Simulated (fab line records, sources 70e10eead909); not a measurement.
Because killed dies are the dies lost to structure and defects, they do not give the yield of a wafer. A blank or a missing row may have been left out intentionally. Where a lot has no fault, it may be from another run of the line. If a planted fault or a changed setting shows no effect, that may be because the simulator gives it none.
Which tool is to blame?    flow nandHarc    45 wafers from 15 lots sampled at 4 of the route's 1159 steps

## WHAT THE GAUGES READ, wafer by wafer
NHARC_P_M0_THK_MEAS_24: measures by xrf. Usual: thkNm at 117.5 nm, with a standard deviation of 1.5.
lot   measured      on            thkNm (nm)         flag
L648  day 6 00:02   filmMetro-01  117.5 118.1 118.2  
L649  day 6 09:43   filmMetro-01  116.4 118.2 117.9  
L650  day 6 14:33   filmMetro-02  119.4 118.7 118.2  
L651  day 6 17:05   filmMetro-01  119.1 118.6 115.7  
L653  day 7 13:03   filmMetro-01  117.4 117.7 118.0  
L655  day 7 18:04   filmMetro-01  118.2 119.1 117.3  
L656  day 8 09:35   filmMetro-01  115.4 116.8 118.7  
L658  day 8 19:23   filmMetro-02  115.5 115.6 115.3  
L659  day 9 02:02   filmMetro-02  119.2 117.5 115.8  
L660  day 9 02:44   filmMetro-02  116.6 119.2 119.8  
L667  day 10 16:28  filmMetro-01  116.9 117.8 119.6  
L668  day 11 01:01  filmMetro-02  116.1 115.5 114.7  
L669  day 11 03:38  filmMetro-01  114.7 115.7 113.6  
L670  day 11 05:31  filmMetro-02  119.1 116.9 119.0  
L671  day 11 11:59  filmMetro-01  116.0 115.2 118.1  

NHARC_P_M2_OVL_MEAS_10: pitch 340 nm. Usual: overlayXNm -0.2 nm, standard deviation 1; overlayYNm 0.2 nm, standard deviation 0.98.
lot   measured      on          overlayXNm (nm)  overlayYNm (nm)  flag
L648  day 6 05:50   overlay-01  0.3 0.0 0.4      0.1 0.5 0.4      
L649  day 6 15:28   overlay-01  -0.7 -1.0 -1.0   1.1 1.0 1.6      
L650  day 6 20:08   overlay-01  -1.0 0.1 -0.8    -1.2 -1.5 -1.9   
L651  day 6 23:02   overlay-01  0.3 0.5 0.6      0.4 0.5 0.7      
L653  day 7 18:54   overlay-02  0.3 0.3 0.6      0.6 0.6 1.4      
L655  day 8 00:09   overlay-01  -2.4 -1.8 -2.9   0.3 0.6 0.2      
L656  day 8 15:32   overlay-02  -0.5 -0.6 -1.0   1.4 1.7 2.0      
L658  day 9 01:10   overlay-02  - - -            - - -            OFF
L659  day 9 07:43   overlay-02  - - -            - - -            OFF
L660  day 9 09:07   overlay-01  - - -            - - -            OFF
L667  day 10 22:15  overlay-02  -0.1 0.7 0.1     0.4 0.6 0.7      
L668  day 11 06:47  overlay-02  -1.8 -1.4 -1.7   -0.7 -1.2 -1.2   
L669  day 11 09:30  overlay-02  1.2 1.3 1.4      0.1 0.1 -0.3     
L670  day 11 13:29  overlay-01  0.5 0.7 0.5      1.1 2.0 2.0      
L671  day 11 17:51  overlay-02  0.9 1.3 0.8      -2.0 -1.8 -1.4   

## WHAT TOOL EACH LOT RAN ON (gives the tool, then ch and the chambers of the sampled wafers, and finally the start)
lot   NHARC_P_M1_DEP_33                NHARC_P_M2_EXPOSE_06
L648  pecvd-04 ch 0,1, day 6 04:29     arfiScanner-03 ch 0, day 6 05:36
L649  pecvd-02 ch 0,2, day 6 14:13     arfiScanner-02 ch 0, day 6 15:15
L650  pecvd-03 ch 0,1,2, day 6 18:58   arfiScanner-02 ch 0, day 6 19:55
L651  pecvd-02 ch 1,2, day 6 21:42     arfiScanner-02 ch 0, day 6 22:48
L653  pecvd-04 ch 0,1,2, day 7 17:36   arfiScanner-01 ch 0, day 7 18:40
L655  pecvd-04 ch 1,2, day 7 22:49     arfiScanner-01 ch 0, day 7 23:56
L656  pecvd-03 ch 0,2, day 8 14:15     arfiScanner-01 ch 0, day 8 15:19
L658  pecvd-04 ch 0,1,2, day 8 23:52   arfiScanner-03, day 9 00:56
L659  pecvd-03 ch 0,1,2, day 9 06:35   arfiScanner-03, day 9 07:29
L660  pecvd-02 ch 0,1,2, day 9 07:42   arfiScanner-03, day 9 08:53
L667  pecvd-03 ch 0,1,2, day 10 20:58  arfiScanner-01 ch 0, day 10 22:02
L668  pecvd-03 ch 0,2, day 11 05:29    arfiScanner-01 ch 0, day 11 06:34
L669  pecvd-03 ch 1,2, day 11 08:15    arfiScanner-03 ch 0, day 11 09:16
L670  pecvd-02 ch 0,1, day 11 12:05    arfiScanner-03 ch 0, day 11 13:16
L671  pecvd-03 ch 0,1,2, day 11 16:41  arfiScanner-03 ch 0, day 11 17:37
- NHARC_P_M1_DEP_33: deposits SiCN, target thk 30 nm.
- NHARC_P_M2_EXPOSE_06: exposes mask P M2, target cd 170 nm.

## AS READ BY THE TOOLS THEMSELVES (means over the sampled wafers that have a number; for cases with no such wafer, the mark the record gives instead)
NHARC_P_M1_DEP_33. Usual: heaterPowerW at 577 W, with a standard deviation of 68.
lot   tool      heaterPowerW (W)  flag
L648  pecvd-04  436               
L649  pecvd-02  555               
L650  pecvd-03  612               
L651  pecvd-02  545               
L653  pecvd-04  508               
L655  pecvd-04  570               
L656  pecvd-03  600               
L658  pecvd-04  501               
L659  pecvd-03  603               
L660  pecvd-02  602               
L667  pecvd-03  594               
L668  pecvd-03  582               
L669  pecvd-03  622               
L670  pecvd-02  572               
L671  pecvd-03  593               

NHARC_P_M2_EXPOSE_06. Usual: exposureDoseMJCm2 80.71, standard deviation 0.073; focusOffsetNm 0.0 nm, standard deviation 0.51.
lot   tool            exposureDoseMJCm2  focusOffsetNm (nm)  flag
L648  arfiScanner-03  80.68              -0.3                
L649  arfiScanner-02  80.72              -0.4                
L650  arfiScanner-02  80.77              -0.1                
L651  arfiScanner-02  80.69              0.1                 
L653  arfiScanner-01  80.72              -0.2                
L655  arfiScanner-01  80.73              0.4                 
L656  arfiScanner-01  80.68              0.3                 
L658  arfiScanner-03  -                  -                   OFF
L659  arfiScanner-03  -                  -                   OFF
L660  arfiScanner-03  -                  -                   OFF
L667  arfiScanner-01  80.68              1.1                 
L668  arfiScanner-01  80.69              0.6                 
L669  arfiScanner-03  80.70              -0.1                
L670  arfiScanner-03  80.70              0.6                 
L671  arfiScanner-03  80.70              0.2                 

## THE ANSWER, worked out from the rows above alone
Rule: a lot is off if the mean of its wafers that have a number lies more than 3 standard deviations from the usual mean. A lot without any number at a reading at which 4 lots or more have one is off too. Where the step has rows for the other lots, those lots are counted as sound. After the gauges, taken in route order, come the tools' own readings; for these a lot's mean is taken, as printed above. The first step at which some lot is off is used, and at that step the reading that is off furthest; a lot without a number counts as furthest.
Off: L658, L659, L660 (NHARC_P_M2_OVL_MEAS_10, overlayXNm). Without a number there: L658, L659, L660.
A tool fits if, at a process step before that reading, it ran every lot that is off, and no sound lot after the first of them. Not tried: the gauges at NHARC_P_M2_OVL_MEAS_10; whatever is off there is also off at NHARC_P_M2_EXPOSE_06, on other tools, and gauge error can't account for it. None of those tried fits.

## WHAT THE SIMULATOR PUT IN
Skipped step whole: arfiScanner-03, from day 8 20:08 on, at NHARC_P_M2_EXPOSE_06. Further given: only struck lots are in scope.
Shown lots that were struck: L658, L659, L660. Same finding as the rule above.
